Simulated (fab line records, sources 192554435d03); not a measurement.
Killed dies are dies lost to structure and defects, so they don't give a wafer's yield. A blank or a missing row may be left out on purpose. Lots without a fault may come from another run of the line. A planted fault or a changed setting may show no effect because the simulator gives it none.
A struck lot beside a sound one | flow n5_finfet | 16 steps out of a route of 1938
Sound: wafers L578.1, L578.5, L578.6. Struck: wafers L574.2, L574.5, L574.6. The cause comes at the end.
At each step with rows: each side's tool, then ch and its chambers, then its first start. Under that, the readings that differ: sound wafers | struck wafers | difference of the means | sigmas: that difference in standard deviations of wafers without a fault.
alike: readings whose means differ by less than 2 such deviations, and words and numbers that are the same on both sides. not compared: withheld readings, readings that some wafer has no value for, bounds like >300 that may hide the same value, and numbers for which the record gives no deviation and whose values overlap.
The two part at a step that has a row with sigmas, a row that says differs or no value, or rows on one side only. Numbers that don't overlap but have no deviation are shown without sigmas and don't part them. A reading that every wafer of one side lacks parts them only if that side has two wafers or more.

N5_FIN_SAQP_SPACER1_ALD_24: deposits SiO2, target thk 20.3 nm, pulse time 1 s, purge time 2 s.
  sound on ald_sin-01 ch 0,1,3, day 4 18:29; struck on ald_sin-03 ch 2,3, day 3 17:44
  alike: heater_power_w, precursor_pulse_height_rel
N5_FIN_SAQP_SPACER1_ETCHBACK_25: etches SiO2 in CHF3/O2, target depth 24.4 nm, time 12.2 s.
  sound on rie_diel-02 ch 1,2, day 4 19:13; struck on rie_diel-04 ch 0,1,3, day 3 18:29
  alike: drypump_motor_current_A, oes_o_777_au, oes_product_au, rf_fwd_power_W, rf_vpp_V, showerhead_plenum_p_Torr, throttle_valve_pct
  not compared: rf_hours_counter_h
N5_FIN_SAQP_MANDREL1_REMOVE_56: chemistry HBr/Cl2/O2, target a-Si, stops on SiNx, bt time 10 s.
  sound on rie_si-02 ch 2,3, day 4 19:17; struck on rie_si-01 ch 2,3, day 3 18:34
  alike: drypump_motor_current_A, he_backside_leak_sccm, mfc_cl2_sccm, oes_o_777_au, oes_product_au, rf_fwd_power_W, throttle_valve_pct
  not compared: rf_hours_counter_h
N5_FIN_SAQP_CD_MEAS_27: target cd 20 nm.
  sound on cd_sem-03 ch 0, day 4 19:24; struck on cd_sem-01 ch 0, day 3 18:41
  alike: cd_nm
then, 6 steps without rows for these wafers: N5_FIN_SAQP_ETCH_57 (etches SiNx in CH3F/O2, target depth 32.5 nm, time 46.4 s); N5_FIN_SAQP_ETCH_65 (etches SiO2 in CF4, target depth 4 nm, time 4.4 s); N5_FIN_SAQP_MANDREL_ETCH_58 (etches a-Si in HBr/Cl2, stops on SiNx, target depth 45 nm, bt time 10 s, time 27 s); N5_FIN_SAQP_RECESS_63 (chemistry HF/NH3, target SiO2, target depth 18 nm, afs cycles 3, sublimation time 60 s); N5_FIN_SAQP_COAT_68 (time 60 s, resist thk 100 nm); N5_FIN_SAQP_ETCH_69 (etches SOC in N2/H2, stops on SiNx, target depth 150 nm).
N5_FIN_SAQP_ETCH_67: etches SiNx in CH3F/O2, target depth 30 nm.
  sound on rie_diel-02 ch 2,3, day 4 20:12; struck on rie_diel-02 ch 0,3, day 3 19:40
  alike: drypump_motor_current_A, oes_o_777_au, oes_product_au, rf_fwd_power_W, rf_vpp_V, showerhead_plenum_p_Torr, throttle_valve_pct
  not compared: rf_hours_counter_h
N5_FIN_SAQP_STRIP_70: strips in N2/H2.
  sound on rie_diel-02 ch 2,3, day 4 20:14; struck on rie_diel-02 ch 0,3, day 3 19:43
  alike: drypump_motor_current_A, oes_product_au, rf_fwd_power_W, rf_vpp_V, showerhead_plenum_p_Torr, throttle_valve_pct
  not compared: rf_hours_counter_h
N5_FIN_SAQP_RECESS_71: chemistry HF/NH3, target SiO2, target depth 3 nm, afs cycles 1, sublimation time 60 s.
  sound on vapor_etch-02 ch 0,1, day 4 20:19; struck on vapor_etch-01 ch 0,1, day 3 19:48
  no value came back on the struck wafers for afs_cycles, drypump_motor_current_A (A); on the sound wafers afs_cycles reads 1 1 1
then, 1 step without rows for these wafers: N5_FIN_SAQP_SPACER2_ALD_28 (deposits SiO2, target thk 8.1 nm, pulse time 1 s, purge time 2 s).
-- the record jumps here: 6 days lie between the struck wafers' starts before and after (it left off in module FIN_SAQP and takes up again in module BEOL_M4, whose first step shown is number 1111 of the route) --
N5_BEOL_M4_RC_MEAS_101:
  sound on prober-01 ch 0, day 11 06:03; struck on prober-01 ch 0, day 9 23:15
  alike: DIBL_N, DIBL_P, IOFF_N, IOFF_P, ION_N, ION_P, SS_N, SS_P, VT_N, VT_P
then, 1 step without rows for these wafers: N5_PASSIVATION_PROBE_49.

WHERE THEY PART
Only at N5_FIN_SAQP_RECESS_71, within this record. Later steps at which nothing parts them and some readings are alike: N5_BEOL_M4_RC_MEAS_101.

WHY: what the simulator had put in
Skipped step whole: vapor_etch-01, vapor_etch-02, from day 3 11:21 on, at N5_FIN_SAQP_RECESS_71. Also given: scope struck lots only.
